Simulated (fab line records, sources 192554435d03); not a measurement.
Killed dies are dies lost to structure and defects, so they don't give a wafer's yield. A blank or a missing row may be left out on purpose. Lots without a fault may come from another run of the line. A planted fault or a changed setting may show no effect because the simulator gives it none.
fab line records | flow n5_finfet
record lots=23 wafers=69 last_day=18
route steps=1938 shown BEOL_M9@1419
lots that met no fault: from a run of the same line without faults
start_h: hours from the record's first day to the start of the lot's first wafer shown | wait_h: hours since the lot's step before | " the same as in the row above | L1.1+2: a row that stands for several wafers | - no value, or no start given | * or withheld: withheld | < > ~ a bound
route shown NAME@n: a module of which the file shows steps, and the number in the route of the first | usual: mean/standard deviation of fault-free wafers | same: alike in all rows | chamber/n: place in a boat | sites: the reading at each site | _std_site: their standard deviation | _edge_site: outer sites' mean less inner sites' | radius_mm: how far each site lies from the wafer's centre | mask NAME#n: copy n | behind: the tool/chamber that last shaped the wafer | hold: why the lot was held/for how many hours/how that ended | device: the transistor (n, p or np) that didn't switch | end of line: the same wafers' tests at the end of the route | a step without rows: its recipe alone | killed: dies lost to structure and defects at the first sort, not the wafer's yield | map: a wafer's dies, x killed, . not, _ none there
set.NAME: the setting as run; set.NAME@STEP: as run at that earlier step | model.NAME: the simulator's own value behind a step, which no gauge read
steps of the route over a sample of lots; a table a step, a row a wafer
services: from which hour (start_h, from the record's first day; less than 0 if before it) a tool's chamber was out of use, for how many hours, and why
## steps
# step N5_BEOL_M9_ETCH_62
# recipe chemistry=N2/H2 target=SOC target_depth_a=1100 overetch_a=220 mask_material=SiARC temp_c=40 time_s=165 ion_energy_ev=200 pressure_mtorr=30 source_w=840 bias_w=150 n2_flow_sccm=200 h2_flow_sccm=200
# usual drypump_motor_current_A=5.7/0.45 oes_product_au=0.68/0.068 rf_vpp_V=524.1/2.6 showerhead_plenum_p_Torr=2.55/0.089 temp_c=40.01/0.11 throttle_valve_pct=17.80/0.17
# columns lot.wafer tool chamber start_h wait_h drypump_motor_current_A oes_product_au rf_hours_counter_h rf_vpp_V showerhead_plenum_p_Torr temp_c throttle_valve_pct
L074.2 rie_diel-04 2 195.84 0.0 6.1 0.61 219 523.0 2.51 40.10 17.96
L074.3 " 3 " " 6.3 0.66 144 526.4 2.54 40.00 17.78
L074.4 " 3 " " 6.3 0.66 - 524.8 2.54 39.97 17.76
L075.2 rie_diel-03 0 219.39 0.0 6.2 0.61 227 520.0 2.40 39.92 17.95
L075.3 " 3 " " 5.0 0.77 24 528.5 2.71 40.27 17.57
L075.6 " 3 " " 5.0 0.77 - 528.7 2.71 40.05 17.56
L077.2 rie_diel-04 3 234.91 0.0 6.3 0.66 148 523.6 2.54 39.98 17.78
L077.3 " 0 " " 5.1 0.81 6 525.0 2.60 40.04 17.66
L077.5 " 3 " " 6.3 0.65 - 524.4 2.54 39.84 17.79
L076.1 rie_diel-04 2 235.16 0.0 6.1 0.60 235 523.3 2.50 40.04 17.99
L076.2 " 3 " " 6.3 0.65 148 526.2 2.54 40.04 17.79
L076.4 " 3 " " 6.3 0.65 - 523.9 2.54 40.07 17.78
L078.2 rie_diel-06 1 235.79 0.0 5.6 0.59 241 525.8 2.62 40.14 18.21
L078.5 " 0 " " 5.6 0.70 - 524.8 2.58 39.95 17.96
L078.6 " 1 " " 5.6 0.59 - 527.1 2.62 39.99 18.20
L079.4 rie_diel-04 2 242.14 0.0 6.1 0.60 238 521.3 2.50 40.05 17.98
L079.5 " 2 " " 6.1 0.60 - 523.7 2.50 39.97 17.98
L079.6 " 1 " " 5.0 0.63 - 523.1 2.54 39.93 18.00
L080.3 rie_diel-03 0 244.04 0.0 6.3 0.60 235 520.5 2.40 39.96 17.97
L080.4 " 3 " " 5.0 0.75 32 527.9 2.70 40.08 17.59
L080.6 " 1 " " 5.8 0.67 - 522.6 2.57 40.01 17.68
L081.3 rie_diel-04 0 254.66 0.0 5.1 0.79 12 524.8 2.60 39.93 17.66
L081.4 " 1 " " 5.0 0.63 165 522.5 2.54 40.00 18.00
L081.5 " 1 " " 5.0 0.63 - 523.1 2.54 40.02 18.01
L082.1 rie_diel-03 3 256.31 0.0 5.0 0.75 35 528.3 2.70 40.06 17.60
L082.2 " 2 " " 5.7 0.72 56 522.3 2.48 39.91 17.61
L082.3 " 0 " " 6.3 0.60 238 519.8 2.40 39.96 17.97
L083.3 rie_diel-03 1 264.66 0.0 5.7 0.67 99 524.2 2.57 40.05 17.67
L083.4 " 3 " " 5.0 0.75 38 529.2 2.70 40.02 17.61
L083.6 " 0 " " 6.3 0.60 - 519.3 2.40 39.91 17.97
L084.2 rie_diel-03 0 278.40 0.0 6.3 0.60 244 521.9 2.40 39.95 17.98
L084.3 " 3 " " 5.0 0.74 40 527.8 2.70 39.86 17.60
L084.5 " 0 " " 6.3 0.60 - 518.7 2.40 39.93 17.97
L087.2 rie_diel-06 3 290.84 0.0 5.8 0.61 232 519.1 2.40 40.06 18.12
L087.3 " 2 " " 5.6 0.73 49 525.9 2.58 39.97 17.86
L087.4 " 0 " " 5.6 0.68 - 524.5 2.57 39.99 17.97
L086.1 rie_diel-03 3 293.20 0.0 5.0 0.73 45 527.9 2.70 39.80 17.61
L086.2 " 0 " " 6.3 0.60 249 518.7 2.39 40.13 17.98
L086.5 " 2 " " 5.7 0.71 - 522.9 2.48 40.09 17.62
L088.2 rie_diel-04 0 314.14 0.0 5.1 0.75 29 525.3 2.59 39.91 17.72
L088.3 " 1 " " 5.1 0.62 181 523.1 2.54 40.16 18.03
L088.4 " 1 " " 5.0 0.62 - 523.0 2.54 40.22 18.05
L090.1 rie_diel-06 1 314.33 0.0 5.6 0.80 5 525.8 2.62 39.74 17.78
L090.3 " 2 " " 5.7 0.72 57 523.4 2.57 39.96 17.86
L090.6 " 3 " " 5.8 0.60 - 520.2 2.40 39.81 18.13
L089.1 rie_diel-03 2 314.49 0.0 5.7 0.71 75 522.6 2.47 40.03 17.63
L089.4 " 0 " " 6.3 0.82 1 528.9 2.71 39.99 17.57
L089.6 " 0 " " 6.3 0.82 - 529.2 2.71 40.00 17.54
L091.1 rie_diel-06 3 314.66 0.0 5.8 0.60 241 520.2 2.40 39.92 18.14
L091.3 " 2 " " 5.6 0.72 57 525.4 2.57 39.84 17.88
L091.4 " 1 " " 5.6 0.80 6 525.0 2.61 40.06 17.79
L093.1 rie_diel-06 2 317.78 0.0 5.6 0.72 58 525.3 2.57 39.89 17.87
L093.3 " 0 " " 5.6 0.67 98 524.0 2.56 39.90 17.99
L093.4 " 3 " " 5.8 0.60 242 520.6 2.40 39.96 18.14
L094.4 rie_diel-04 2 324.48 0.0 6.1 0.83 1 522.2 2.49 39.94 17.59
L094.5 " 0 " " 5.1 0.75 - 524.8 2.59 40.23 17.71
L094.6 " 3 " " 6.3 0.64 - 524.2 2.53 40.15 17.84
L092.3 rie_diel-03 3 324.58 0.0 5.0 0.73 58 527.6 2.69 40.04 17.64
L092.4 " 0 " " 6.3 0.80 5 528.3 2.71 40.05 17.57
L092.6 " 1 " " 5.8 0.65 - 523.3 2.56 39.99 17.73
L095.1 rie_diel-03 1 350.24 0.0 5.8 0.65 127 524.1 2.56 40.21 17.74
L095.3 " 2 " " 5.7 0.69 86 521.1 2.47 40.18 17.66
L095.5 " 1 " " 5.8 0.64 - 523.8 2.56 40.08 17.73
L096.1 rie_diel-03 2 356.40 0.0 5.7 0.70 87 521.5 2.47 40.21 17.66
L096.3 " 0 " " 6.3 0.78 12 529.6 2.71 40.07 17.58
L096.4 " 3 " " 5.0 0.72 66 526.9 2.69 39.78 17.64
L097.3 rie_diel-03 0 364.50 0.0 6.3 0.78 13 527.9 2.71 39.98 17.58
L097.4 " 3 " " 5.0 0.71 67 527.1 2.69 40.00 17.65
L097.5 " 1 " " 5.8 0.64 - 523.7 2.56 39.97 17.73
# step N5_BEOL_M9_ETCH_76
# recipe chemistry=N2/H2 target=underlayer target_depth_a=65 mask_material=CAR-EUV time_s=5.2 ion_energy_ev=200 pressure_mtorr=30 source_w=840 bias_w=150 n2_flow_sccm=200 h2_flow_sccm=200 ends=cleared
# usual drypump_motor_current_A=5.7/0.45 etch_rf_on_time_s=5.21/0.093 oes_product_au=0.69/0.069 rf_vpp_V=524.3/2.9 showerhead_plenum_p_Torr=2.55/0.091 throttle_valve_pct=17.83/0.18
# columns lot.wafer tool chamber start_h wait_h drypump_motor_current_A etch_rf_on_time_s oes_product_au rf_hours_counter_h rf_vpp_V showerhead_plenum_p_Torr throttle_valve_pct
L074.2 rie_diel-04 3 200.16 0.0 6.3 5.28 0.66 144 524.5 2.54 17.81
L074.3 " 1 " " 5.0 5.21 0.65 145 525.0 2.55 18.02
L074.4 " 1 " " 5.1 5.24 0.64 - 523.5 2.55 18.01
L075.2 rie_diel-04 1 220.51 0.0 5.1 5.17 0.65 155 521.9 2.55 18.03
L075.3 " 2 " " 6.1 5.19 0.60 229 523.5 2.50 17.98
L075.6 " 0 " " 5.1 4.97 0.88 - 526.5 2.61 17.72
L076.1 rie_diel-03 2 237.16 0.0 5.7 5.29 0.74 50 521.6 2.48 17.64
L076.2 " 1 " " 5.8 5.25 0.69 89 524.3 2.57 17.68
L076.4 " 0 " " 6.3 5.25 0.61 232 522.9 2.40 18.00
L078.2 rie_diel-04 3 237.21 0.0 6.3 5.16 0.66 149 522.5 2.54 17.81
L078.5 " 3 " " 6.3 5.20 0.66 - 522.6 2.54 17.84
L078.6 " 2 " " 6.1 5.20 0.59 - 523.1 2.50 18.01
L077.2 rie_diel-06 0 237.57 0.0 5.6 5.03 0.73 69 525.3 2.58 17.99
L077.3 " 1 " " 5.6 5.31 0.58 242 525.0 2.62 18.23
L077.5 " 0 " " 5.6 5.01 0.72 - 527.0 2.58 17.98
L079.4 rie_diel-03 2 243.01 0.0 5.7 5.31 0.72 52 521.6 2.48 17.61
L079.5 " 0 " " 6.2 5.19 0.62 - 519.8 2.40 18.02
L079.6 " 3 " " 5.0 5.23 0.76 - 529.2 2.70 17.62
L080.3 rie_diel-03 0 246.66 0.0 6.3 5.25 0.60 236 518.2 2.40 18.02
L080.4 " 1 " " 5.8 5.23 0.67 93 526.9 2.57 17.71
L080.6 " 3 " " 5.0 5.24 0.76 - 528.9 2.70 17.61
L081.3 rie_diel-03 0 255.83 0.0 6.3 5.30 0.60 238 518.5 2.40 18.00
L081.4 " 2 " " 5.7 5.38 0.72 55 522.3 2.48 17.64
L081.5 " 3 " " 5.0 5.18 0.75 - 529.7 2.70 17.63
L082.1 rie_diel-03 2 257.32 0.0 5.7 5.33 0.71 56 521.3 2.48 17.64
L082.2 " 0 " " 6.3 5.31 0.61 239 519.0 2.40 18.01
L082.3 " 3 " " 5.0 5.25 0.75 36 526.0 2.70 17.62
L083.3 rie_diel-06 0 266.49 0.0 5.6 5.11 0.71 78 524.6 2.57 17.99
L083.4 " 2 " " 5.6 5.20 0.74 39 525.4 2.58 17.87
L083.6 " 0 " " 5.6 5.14 0.69 - 523.6 2.57 17.98
L084.2 rie_diel-06 0 280.01 0.0 5.6 5.09 0.69 83 525.0 2.57 18.00
L084.3 " 2 " " 5.6 5.10 0.75 43 527.2 2.58 17.88
L084.5 " 2 " " 5.6 5.16 0.74 - 525.5 2.58 17.87
L087.2 rie_diel-03 1 291.93 0.0 5.8 5.24 0.66 108 524.1 2.57 17.73
L087.3 " 3 " " 5.0 5.22 0.74 45 526.2 2.70 17.65
L087.4 " 2 " " 5.7 5.34 0.71 66 523.4 2.48 17.62
L086.1 rie_diel-06 3 294.33 0.0 5.8 5.19 0.61 234 517.0 2.40 18.17
L086.2 " 2 " " 5.7 5.15 0.74 51 523.2 2.58 17.88
L086.5 " 0 " " 5.6 5.06 0.68 - 525.0 2.57 18.02
L089.1 rie_diel-03 1 316.42 0.0 5.8 5.28 0.64 117 525.9 2.56 17.72
L089.4 " 2 " " 5.7 5.26 0.71 76 522.7 2.47 17.67
L089.6 " 2 " " 5.7 5.33 0.70 - 524.1 2.47 17.67
L088.2 rie_diel-04 0 316.59 0.0 5.1 4.94 0.79 30 527.5 2.59 17.72
L088.3 " 3 " " 6.3 5.18 0.64 172 524.7 2.53 17.86
L088.4 " 2 " " 6.1 5.09 0.86 0 522.1 2.49 17.64
L090.1 rie_diel-06 0 316.63 0.0 5.6 5.10 0.68 98 523.0 2.56 18.01
L090.3 " 2 " " 5.7 5.17 0.72 58 526.2 2.57 17.90
L090.6 " 2 " " 5.6 5.19 0.73 - 524.5 2.57 17.90
L091.1 rie_diel-03 2 316.85 0.0 5.7 5.34 0.69 76 523.1 2.47 17.67
L091.3 " 0 " " 6.3 5.20 0.82 2 529.9 2.71 17.57
L091.4 " 1 " " 5.8 5.31 0.66 118 523.6 2.56 17.77
L093.1 rie_diel-03 2 318.66 0.0 5.7 5.28 0.69 77 522.2 2.47 17.68
L093.3 " 0 " " 6.3 5.20 0.82 3 527.8 2.71 17.61
L093.4 " 3 " " 5.0 5.23 0.73 56 529.0 2.69 17.67
L092.3 rie_diel-03 1 327.16 0.0 5.8 5.33 0.65 121 526.0 2.56 17.73
L092.4 " 3 " " 5.0 5.22 0.72 58 528.1 2.69 17.66
L092.6 " 2 " " 5.7 5.35 0.69 - 522.8 2.47 17.67
L094.4 rie_diel-04 1 327.20 0.0 5.1 5.14 0.62 184 524.3 2.53 18.08
L094.5 " 3 " " 6.3 5.22 0.65 - 523.3 2.53 17.89
L094.6 " 0 " " 5.0 5.04 0.77 - 526.0 2.59 17.75
L095.1 rie_diel-03 2 355.93 0.0 5.7 5.34 0.68 87 523.6 2.47 17.69
L095.3 " 3 " " 5.0 5.22 0.72 65 525.4 2.69 17.68
L095.5 " 3 " " 5.0 5.24 0.71 - 527.1 2.69 17.70
L096.1 rie_diel-04 0 357.90 0.0 5.1 5.08 0.76 40 525.7 2.59 17.74
L096.3 " 2 " " 6.1 5.22 0.79 10 522.9 2.49 17.62
L096.4 " 1 " " 5.0 5.20 0.62 192 524.4 2.53 18.08
L097.3 rie_diel-03 2 368.71 0.0 5.7 5.28 0.68 89 521.3 2.47 17.71
L097.4 " 1 " " 5.8 5.23 0.64 131 525.1 2.56 17.77
L097.5 " 2 " " 5.7 5.30 0.68 - 521.6 2.47 17.70
# step N5_BEOL_M9_STRIP_80
# recipe chemistry=N2/H2 time_s=10 power_w=450 temp_c=40 pressure_mtorr=20 rf_frequency_hz=6e+07 bias_power_w=7 n2_flow_sccm=200 h2_flow_sccm=200
# usual drypump_motor_current_A=5.7/0.45 oes_product_au=0.81/0.08 rf_vpp_V=59.1/0.84 showerhead_plenum_p_Torr=2.55/0.091 temp_c=39.99/0.11 throttle_valve_pct=23.65/0.19
# columns lot.wafer tool chamber start_h wait_h drypump_motor_current_A oes_product_au rf_hours_counter_h rf_vpp_V showerhead_plenum_p_Torr temp_c throttle_valve_pct
L074.2 rie_diel-04 3 - - 6.3 0.77 145 59.0 2.53 40.08 23.65
L074.3 " 1 " " 5.1 0.76 145 59.1 2.55 39.91 23.75
L074.4 " 1 " " 5.1 0.76 - 59.2 2.55 39.94 23.75
L075.2 rie_diel-04 1 - - 5.1 0.75 155 59.0 2.54 40.07 23.75
L075.3 " 2 " " 6.1 0.71 229 59.3 2.50 40.13 23.79
L075.6 " 0 " " 5.1 1.01 - 59.3 2.60 39.84 23.57
L076.1 rie_diel-03 3 - - 5.0 0.89 29 60.8 2.70 39.92 23.40
L076.2 " 1 " " 5.8 0.80 89 59.1 2.57 40.05 23.65
L076.4 " 1 " " 5.8 0.80 - 59.7 2.57 40.12 23.64
L078.2 rie_diel-04 3 - - 6.3 0.76 149 58.6 2.53 40.07 23.66
L078.5 " 3 " " 6.3 0.77 - 57.9 2.53 40.06 23.66
L078.6 " 2 " " 6.1 0.70 - 57.9 2.50 40.02 23.78
L077.2 rie_diel-06 0 - - 5.6 0.82 70 58.3 2.57 40.09 24.00
L077.3 " 1 " " 5.6 0.69 242 60.6 2.62 40.14 24.05
L077.5 " 0 " " 5.6 0.82 - 58.9 2.57 40.06 24.01
L079.4 rie_diel-03 2 - - 5.7 0.85 52 59.4 2.48 40.14 23.46
L079.5 " 0 " " 6.3 0.71 - 58.4 2.40 40.06 23.62
L079.6 " 3 " " 5.0 0.89 - 59.5 2.70 39.99 23.40
L080.3 rie_diel-03 0 - - 6.3 0.70 236 60.4 2.40 40.15 23.63
L080.4 " 1 " " 5.8 0.80 93 59.0 2.57 40.02 23.66
L080.6 " 3 " " 5.0 0.88 - 60.5 2.70 39.96 23.43
L081.3 rie_diel-03 0 - - 6.3 0.71 238 59.0 2.39 39.94 23.64
L081.4 " 2 " " 5.7 0.84 55 59.1 2.48 39.89 23.44
L081.5 " 3 " " 5.0 0.88 - 58.8 2.70 39.99 23.42
L082.1 rie_diel-03 2 - - 5.7 0.84 56 59.7 2.48 40.27 23.46
L082.2 " 0 " " 6.3 0.71 239 58.7 2.39 40.10 23.63
L082.3 " 3 " " 5.0 0.87 36 60.3 2.70 39.91 23.42
L083.3 rie_diel-06 0 - - 5.6 0.81 78 57.6 2.57 39.89 24.01
L083.4 " 2 " " 5.6 0.86 39 58.7 2.58 40.06 23.72
L083.6 " 0 " " 5.6 0.82 - 60.1 2.57 39.76 24.03
L084.2 rie_diel-06 0 - - 5.6 0.82 83 58.9 2.57 39.94 24.04
L084.3 " 2 " " 5.6 0.86 43 60.4 2.57 39.96 23.71
L084.5 " 2 " " 5.6 0.85 - 57.8 2.57 40.08 23.73
L087.2 rie_diel-03 1 - - 5.8 0.79 108 58.5 2.56 40.11 23.68
L087.3 " 3 " " 5.0 0.86 45 59.4 2.69 39.98 23.45
L087.4 " 2 " " 5.7 0.82 66 59.3 2.47 39.94 23.47
L086.1 rie_diel-06 3 - - 5.8 0.71 234 59.1 2.40 40.03 23.89
L086.2 " 2 " " 5.7 0.85 51 59.6 2.57 40.10 23.73
L086.5 " 0 " " 5.6 0.81 - 61.4 2.56 39.82 24.05
L089.1 rie_diel-03 1 - - 5.8 0.77 118 59.5 2.56 39.94 23.69
L089.4 " 2 " " 5.7 0.82 76 57.7 2.47 39.95 23.47
L089.6 " 2 " " 5.7 0.82 - 59.5 2.47 39.99 23.49
L088.2 rie_diel-04 0 - - 5.1 0.89 30 59.0 2.59 39.75 23.61
L088.3 " 3 " " 6.3 0.75 172 58.1 2.52 40.02 23.70
L088.4 " 2 " " 6.1 1.00 0 58.4 2.49 39.91 23.52
L090.1 rie_diel-06 0 - - 5.6 0.81 98 59.0 2.56 39.89 24.04
L090.3 " 2 " " 5.7 0.85 58 58.5 2.57 40.12 23.73
L090.6 " 2 " " 5.7 0.85 - 59.9 2.57 40.20 23.73
L091.1 rie_diel-03 2 - - 5.7 0.82 76 59.7 2.47 39.90 23.49
L091.3 " 0 " " 6.2 0.97 2 60.4 2.71 39.93 23.33
L091.4 " 1 " " 5.8 0.77 118 58.6 2.56 40.14 23.70
L093.1 rie_diel-03 2 - - 5.7 0.82 77 57.9 2.47 39.96 23.50
L093.3 " 0 " " 6.3 0.97 3 59.1 2.71 40.04 23.35
L093.4 " 3 " " 5.0 0.85 56 59.3 2.69 39.97 23.45
L092.3 rie_diel-03 1 - - 5.8 0.77 121 59.0 2.56 40.00 23.69
L092.4 " 3 " " 5.0 0.85 58 57.6 2.69 40.08 23.44
L092.6 " 2 " " 5.7 0.81 - 58.9 2.47 39.93 23.49
L094.4 rie_diel-04 1 - - 5.1 0.73 185 59.9 2.53 39.86 23.82
L094.5 " 3 " " 6.3 0.76 - 59.7 2.52 39.87 23.70
L094.6 " 0 " " 5.1 0.90 - 59.4 2.59 39.83 23.63
L095.1 rie_diel-03 2 - - 5.7 0.81 87 60.1 2.46 39.95 23.50
L095.3 " 3 " " 5.0 0.84 66 58.6 2.68 40.07 23.45
L095.5 " 3 " " 5.0 0.83 - 59.5 2.68 40.09 23.47
L096.1 rie_diel-04 0 - - 5.1 0.88 41 60.2 2.59 39.97 23.65
L096.3 " 2 " " 6.1 0.95 10 58.0 2.49 39.97 23.51
L096.4 " 1 " " 5.1 0.72 192 58.1 2.53 40.02 23.81
L097.3 rie_diel-03 2 - - 5.7 0.80 90 58.3 2.46 40.11 23.50
L097.4 " 1 " " 5.8 0.76 131 58.8 2.55 40.10 23.70
L097.5 " 2 " " 5.7 0.81 - 59.0 2.46 39.94 23.51
# step N5_BEOL_M9_SPUTTER_48
# recipe material=Cu target_thk_a=120 temp_c=-20 bias_v=60 power_w=26000 chamber_pressure_pa=0.13 time_s=2
# usual substrate_temp_c=-20.00/0.11 throttle_valve_pct=30.4/0.86
# columns lot.wafer tool chamber start_h wait_h substrate_temp_c throttle_valve_pct
L074.2 pvd_sputter-02 - 202.44 0.4 -19.99 31.4
L074.3 " - " " -20.01 29.2
L074.4 " - " " -20.04 30.9
L075.2 pvd_sputter-01 - 222.50 0.1 -20.09 30.6
L075.3 " - " " -19.94 29.7
L075.6 " - " " -20.01 28.6
L078.2 pvd_sputter-01 - 239.09 0.2 -19.83 30.9
L078.5 " - " " -19.92 30.4
L078.6 " - " " -20.03 28.6
L076.1 pvd_sputter-01 - 239.17 0.1 -20.10 29.9
L076.2 " - " " -20.02 28.6
L076.4 " - " " -19.76 31.0
L077.2 pvd_sputter-02 - 239.34 0.1 -19.88 29.8
L077.3 " - " " -19.87 30.9
L077.5 " - " " -19.84 31.0
L079.4 pvd_sputter-03 - 246.59 1.7 -20.11 31.4
L079.5 " - " " -19.94 31.3
L079.6 " - " " -20.14 30.4
L080.3 pvd_sputter-01 - 250.23 0.1 -19.94 30.9
L080.4 " - " " -19.88 28.9
L080.6 " - " " -19.90 29.8
L081.3 pvd_sputter-02 - 258.11 0.1 -20.04 30.1
L081.4 " - " " -19.91 31.5
L081.5 " - " " -20.06 30.2
L082.1 pvd_sputter-03 - 260.54 0.1 -20.15 30.1
L082.2 " - " " -19.98 31.3
L082.3 " - " " -20.00 31.5
L083.3 pvd_sputter-02 - 270.39 0.1 -20.13 30.8
L083.4 " - " " -19.96 31.7
L083.6 " - " " -19.86 29.9
L084.2 pvd_sputter-02 - 282.49 0.3 -19.95 29.6
L084.3 " - " " -19.88 29.9
L084.5 " - " " -19.82 29.6
L087.2 pvd_sputter-02 - 293.53 0.1 -20.07 31.3
L087.3 " - " " -20.08 30.2
L087.4 " - " " -20.10 29.7
L086.1 pvd_sputter-03 - 296.44 0.1 -20.02 29.0
L086.2 " - " " -19.89 30.4
L086.5 " - " " -19.94 30.4
L089.1 pvd_sputter-02 - 318.32 0.1 -19.86 30.1
L089.4 " - " " -20.10 31.5
L089.6 " - " " -19.94 31.0
L090.1 pvd_sputter-03 - 318.50 0.1 -20.04 29.4
L090.3 " - " " -19.99 31.0
L090.6 " - " " -20.07 30.9
L091.1 pvd_sputter-03 - 318.70 0.1 -20.10 31.4
L091.3 " - " " -19.91 29.0
L091.4 " - " " -19.87 30.1
L088.2 pvd_sputter-03 - 318.78 0.2 -20.12 31.0
L088.3 " - " " -20.28 31.7
L088.4 " - " " -20.04 30.2
L093.1 pvd_sputter-02 - 323.49 0.9 -19.98 31.5
L093.3 " - " " -20.19 30.0
L093.4 " - " " -19.97 31.5
L092.3 pvd_sputter-02 - 328.81 0.1 -19.98 30.3
L092.4 " - " " -19.95 29.5
L092.6 " - " " -20.03 30.1
L094.4 pvd_sputter-02 - 329.03 0.1 -19.81 31.6
L094.5 " - " " -19.94 30.5
L094.6 " - " " -20.02 29.4
L095.1 pvd_sputter-02 - 357.89 0.1 -20.01 29.5
L095.3 " - " " -20.00 31.5
L095.5 " - " " -19.99 29.4
L096.1 pvd_sputter-01 - 359.64 0.3 -19.77 29.8
L096.3 " - " " -20.16 30.3
L096.4 " - " " -19.99 30.5
L097.3 pvd_sputter-01 - 371.74 0.1 -19.94 28.8
L097.4 " - " " -20.12 30.7
L097.5 " - " " -20.03 30.0
# step N5_BEOL_M9_ANNEAL_51
# recipe temp_c=225 time_s=90 ambient=N2
# usual wafer_temp_C_max=225.83/0.23
# columns lot.wafer tool chamber start_h wait_h wafer_temp_C_max
L074.2 rtp_anneal-02 0 203.42 0.8 225.76
L074.3 " 0 " " 225.42
L074.4 " 0 " " 225.77
L075.2 rtp_anneal-01 0 223.01 0.3 226.29
L075.3 " 0 " " 225.63
L075.6 " 0 " " 225.99
L078.2 rtp_anneal-02 0 239.90 0.6 226.06
L078.5 " 0 " " 225.78
L078.6 " 0 " " 225.78
L076.1 rtp_anneal-01 0 239.95 0.5 225.54
L076.2 " 0 " " 225.99
L076.4 " 0 " " 225.82
L077.2 rtp_anneal-02 0 240.17 0.7 225.82
L077.3 " 0 " " 225.98
L077.5 " 0 " " 225.74
L079.4 rtp_anneal-01 0 246.96 0.2 226.01
L079.5 " 0 " " 225.86
L079.6 " 0 " " 226.02
L080.3 rtp_anneal-02 0 250.83 0.4 225.80
L080.4 " 0 " " 225.45
L080.6 " 0 " " 225.71
L081.3 rtp_anneal-02 0 258.61 0.3 225.88
L081.4 " 0 " " 225.38
L081.5 " 0 " " 225.52
L082.1 rtp_anneal-01 0 260.98 0.3 226.02
L082.2 " 0 " " 225.93
L082.3 " 0 " " 225.88
L083.3 rtp_anneal-02 0 274.05 0.2 225.68
L083.4 " 0 " " 225.44
L083.6 " 0 " " 225.87
L084.2 rtp_anneal-01 0 282.97 0.3 225.88
L084.3 " 0 " " 226.28
L084.5 " 0 " " 226.19
L087.2 rtp_anneal-01 0 293.80 0.1 226.00
L087.3 " 0 " " 225.98
L087.4 " 0 " " 225.65
L086.1 rtp_anneal-01 0 296.83 0.2 225.85
L086.2 " 0 " " 225.67
L086.5 " 0 " " 226.03
L089.1 rtp_anneal-01 0 318.55 0.1 225.85
L089.4 " 0 " " 225.99
L089.6 " 0 " " 225.56
L090.1 rtp_anneal-01 0 318.82 0.2 226.48
L090.3 " 0 " " 225.80
L090.6 " 0 " " 225.71
L091.1 rtp_anneal-02 0 318.93 0.1 225.75
L091.3 " 0 " " 225.98
L091.4 " 0 " " 225.87
L088.2 rtp_anneal-01 0 319.13 0.2 225.95
L088.3 " 0 " " 225.73
L088.4 " 0 " " 225.59
L093.1 rtp_anneal-02 0 323.72 0.1 225.85
L093.3 " 0 " " 225.89
L093.4 " 0 " " 225.90
L092.3 rtp_anneal-01 0 329.22 0.2 225.64
L092.4 " 0 " " 225.68
L092.6 " 0 " " 225.74
L094.4 rtp_anneal-02 0 329.53 0.4 225.54
L094.5 " 0 " " 225.83
L094.6 " 0 " " 225.93
L095.1 rtp_anneal-02 0 359.29 1.3 225.60
L095.3 " 0 " " 225.83
L095.5 " 0 " " 225.66
L096.1 rtp_anneal-02 0 361.54 1.8 225.55
L096.3 " 0 " " 225.66
L096.4 " 0 " " 225.89
L097.3 rtp_anneal-01 0 372.09 0.2 226.01
L097.4 " 0 " " 225.88
L097.5 " 0 " " 225.73
# step N5_BEOL_M9_INSPECT_58
# recipe inspect_instrument=darkfield mode=post_dep
# usual raw_defect_count=72/25
# columns lot.wafer tool chamber start_h wait_h raw_defect_count
L074.2 defect_inspect-02 - 204.16 0.0 58
L074.3 " - " " 48
L074.4 " - " " 53
L075.2 defect_inspect-02 - 223.76 0.0 78
L075.3 " - " " 86
L075.6 " - " " 47
L078.2 defect_inspect-01 - 240.62 0.0 52
L078.5 " - " " 47
L078.6 " - " " 75
L076.1 defect_inspect-02 - 240.70 0.0 49
L076.2 " - " " 63
L076.4 " - " " 60
L077.2 defect_inspect-02 - 240.89 0.0 113
L077.3 " - " " 57
L077.5 " - " " 64
L079.4 defect_inspect-01 - 247.58 0.0 119
L079.5 " - " " 62
L079.6 " - " " 78
L080.3 defect_inspect-02 - 251.49 0.0 66
L080.4 " - " " 70
L080.6 " - " " 67
L081.3 defect_inspect-01 - 259.28 0.0 110
L081.4 " - " " 66
L081.5 " - " " 64
L082.1 defect_inspect-01 - 261.73 0.0 107
L082.2 " - " " 69
L082.3 " - " " 41
L083.3 defect_inspect-02 - 274.90 0.0 70
L083.4 " - " " 36
L083.6 " - " " 59
L084.2 defect_inspect-01 - 283.68 0.0 98
L084.3 " - " " 71
L084.5 " - " " 58
L087.2 defect_inspect-01 - 294.51 0.0 97
L087.3 " - " " 58
L087.4 " - " " 66
L086.1 defect_inspect-02 - 297.60 0.0 89
L086.2 " - " " 95
L086.5 " - " " 47
L089.1 defect_inspect-01 - 319.30 0.0 72
L089.4 " - " " 79
L089.6 " - " " 71
L090.1 defect_inspect-01 - 319.57 0.0 47
L090.3 " - " " 77
L090.6 " - " " 43
L091.1 defect_inspect-02 - 319.68 0.0 74
L091.3 " - " " 66
L091.4 " - " " 104
L088.2 defect_inspect-02 - 319.84 0.0 97
L088.3 " - " " 80
L088.4 " - " " 125
L093.1 defect_inspect-02 - 324.50 0.0 60
L093.3 " - " " 70
L093.4 " - " " 45
L092.3 defect_inspect-02 - 329.89 0.0 91
L092.4 " - " " 97
L092.6 " - " " 83
L094.4 defect_inspect-02 - 330.15 0.0 94
L094.5 " - " " 139
L094.6 " - " " 96
L095.1 defect_inspect-02 - 360.04 0.0 57
L095.3 " - " " 49
L095.5 " - " " 59
L096.1 defect_inspect-01 - 362.29 0.0 129
L096.3 " - " " 146
L096.4 " - " " 92
L097.3 defect_inspect-01 - 372.77 0.0 100
L097.4 " - " " 68
L097.5 " - " " 151
## services
# columns tool chamber start_h hours kind
rie_diel-03 2 186.97 12.4 repair
rie_diel-04 1 190.01 6.3 repair
rie_diel-04 0 196.32 - clean
rie_diel-04 0 196.32 - consumable_replace:focus_ring
rie_diel-04 0 196.32 23.5 scheduled_down
rie_diel-04 0 196.32 23.5 vent_cycle
rie_diel-04 3 202.72 22.6 repair
rie_diel-04 1 230.58 5.0 repair
rie_diel-06 3 234.46 2.5 repair
rie_diel-03 2 237.27 2.9 repair
rie_diel-04 - 287.54 4.3 pm
rie_diel-03 0 296.43 - clean
rie_diel-03 0 296.43 - consumable_replace:focus_ring
rie_diel-03 0 296.43 - consumable_replace:showerhead
rie_diel-03 0 296.43 13.5 scheduled_down
rie_diel-03 0 296.43 13.5 vent_cycle
rie_diel-04 2 299.26 - clean
rie_diel-04 2 299.26 - consumable_replace:focus_ring
rie_diel-04 2 299.26 15.7 scheduled_down
rie_diel-04 2 299.26 15.7 vent_cycle
pvd_sputter-03 - 336.40 31.4 repair
rie_diel-03 0 343.11 3.0 repair
rtp_anneal-01 - 351.73 8.9 pm
pvd_sputter-01 - 351.91 3.6 repair
## key
fault none
